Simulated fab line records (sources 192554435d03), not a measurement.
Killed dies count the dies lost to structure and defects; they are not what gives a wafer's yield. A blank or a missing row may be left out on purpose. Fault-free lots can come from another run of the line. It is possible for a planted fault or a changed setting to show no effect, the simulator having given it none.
Which tool did it? ; flow n5-finfet ; 11 lots with 30 wafers sampled at 3 steps, on a route of 1938 steps

## WHAT EACH GAUGE READ, for each wafer
N5_PASSIVATION_OVL_MEAS_60.
lot;measured;on;TV_OVL (nm)
L804;day 13 00:10;overlay-02;-5 6 -8
L807;day 13 14:04;overlay-01;-4 -2 2
L806;day 13 15:10;overlay-02;-5 -6 2
L809;day 13 18:28;overlay-02;-6 -6 -3
L812;day 14 15:13;overlay-02;-7 -4 -4
L816;day 16 02:17;overlay-01;3 2 8
L820;day 17 01:57;overlay-02;-7 -7 -2
L819;day 17 06:31;overlay-01;7 -5
L818;day 17 07:27;overlay-01;1 7
L821;day 17 22:19;overlay-01;1 -1
L827;day 19 01:13;overlay-02;0 -3 -3

## EACH LOT AND THE TOOL THAT RAN IT (in order: tool; ch and the chambers of the sampled wafers; start)
lot;N5_MIM_TOP_ETCH_PECVD_03;N5_PASSIVATION_PECVD_55
L804;pecvd-04 ch 0,1,2, day 12 21:46;pecvd-02 ch 0,1,2, day 12 23:29
L807;pecvd-01 ch 0,1, day 13 08:43;pecvd-03 ch 0,1,2, day 13 10:13
L806;pecvd-01 ch 0,1, day 13 09:50;pecvd-03 ch 0,2, day 13 11:11
L809;pecvd-02 ch 1,2, day 13 14:39;pecvd-01 ch 0,2, day 13 16:20
L812;pecvd-02 ch 0,1,2, day 14 12:02;pecvd-03 ch 0,2, day 14 13:22
L816;pecvd-04 ch 0,1,2, day 15 21:18;pecvd-01 ch 0,1,2, day 15 22:47
L820;pecvd-01 ch 1,2, day 16 23:37;pecvd-02 ch 0,1, day 17 01:04
L819;pecvd-02 ch 0,1, day 17 03:49;pecvd-03 ch 1,2, day 17 05:16
L818;pecvd-01 ch 2, day 17 05:14;pecvd-03 ch 0,1, day 17 06:52
L821;pecvd-02 ch 2, day 17 19:32;pecvd-03 ch 1,2, day 17 21:19
L827;pecvd-02 ch 0,1, day 18 20:17;pecvd-01 ch 0,1, day 18 21:57
- N5_MIM_TOP_ETCH_PECVD_03: deposits SiNx from SiH4/NH3/N2, target thk 20 nm, time 17.6 s.
- N5_PASSIVATION_PECVD_55: deposits SiO2 from SiH4/N2O, target thk 400 nm, time 22.5 s.

## AS READ BY THE TOOLS THEMSELVES (means over the sampled wafers that have a number; for cases with no such wafer, the mark the record gives instead)
N5_MIM_TOP_ETCH_PECVD_03.
lot;tool;heater-power-outer-w (W);heater-power-w (W);showerhead-plenum-p-Torr (Torr);throttle-valve-pct (%)
L804;pecvd-04;430;721;5.20;38.9
L807;pecvd-01;443;755;5.16;41.8
L806;pecvd-01;511;825;5.16;41.9
L809;pecvd-02;366;641;5.12;41.1
L812;pecvd-02;406;686;5.09;39.2
L816;pecvd-04;446;746;5.21;39.3
L820;pecvd-01;387;694;5.19;41.5
L819;pecvd-02;428;708;5.06;40.0
L818;pecvd-01;410;749;5.17;42.0
L821;pecvd-02;448;744;5.14;38.2
L827;pecvd-02;478;772;5.09;41.0

N5_PASSIVATION_PECVD_55.
lot;tool;heater-power-outer-w (W);heater-power-w (W);showerhead-plenum-p-Torr (Torr);throttle-valve-pct (%)
L804;pecvd-02;381;645;8.09;51
L807;pecvd-03;347;620;8.16;52
L806;pecvd-03;395;691;8.11;51
L809;pecvd-01;385;677;8.12;57
L812;pecvd-03;414;709;8.10;51
L816;pecvd-01;374;668;8.17;55
L820;pecvd-02;356;609;8.08;53
L819;pecvd-03;357;597;8.21;52
L818;pecvd-03;403;678;8.14;56
L821;pecvd-03;345;588;8.21;52
L827;pecvd-01;399;686;8.18;51

## THE ANSWER, worked out from the rows above alone
Rule: the usual values come from the lots themselves. Put in order of their means at a reading, lots are off if they are a third of the lots or fewer, leave a main group of 4 or more, and stand apart from it by a gap of 3 or more times the standard deviation of the main group's means; of several such gaps the widest counts. Not used: any main group whose means are identical at the precision the tables above print for the reading. A lot without any number at a reading at which 4 lots or more have one is off too. All remaining lots with rows at the step are treated as sound. First the gauges in route order, then the tools' own readings, where a lot's mean is used as printed above. At the first step where some lot is off, the reading lying furthest off is the one used; lots without a number count as furthest.
Across all readings shown, no lot is off: no conclusion can be drawn from this.

## WHAT THE SIMULATOR HAD PUT IN
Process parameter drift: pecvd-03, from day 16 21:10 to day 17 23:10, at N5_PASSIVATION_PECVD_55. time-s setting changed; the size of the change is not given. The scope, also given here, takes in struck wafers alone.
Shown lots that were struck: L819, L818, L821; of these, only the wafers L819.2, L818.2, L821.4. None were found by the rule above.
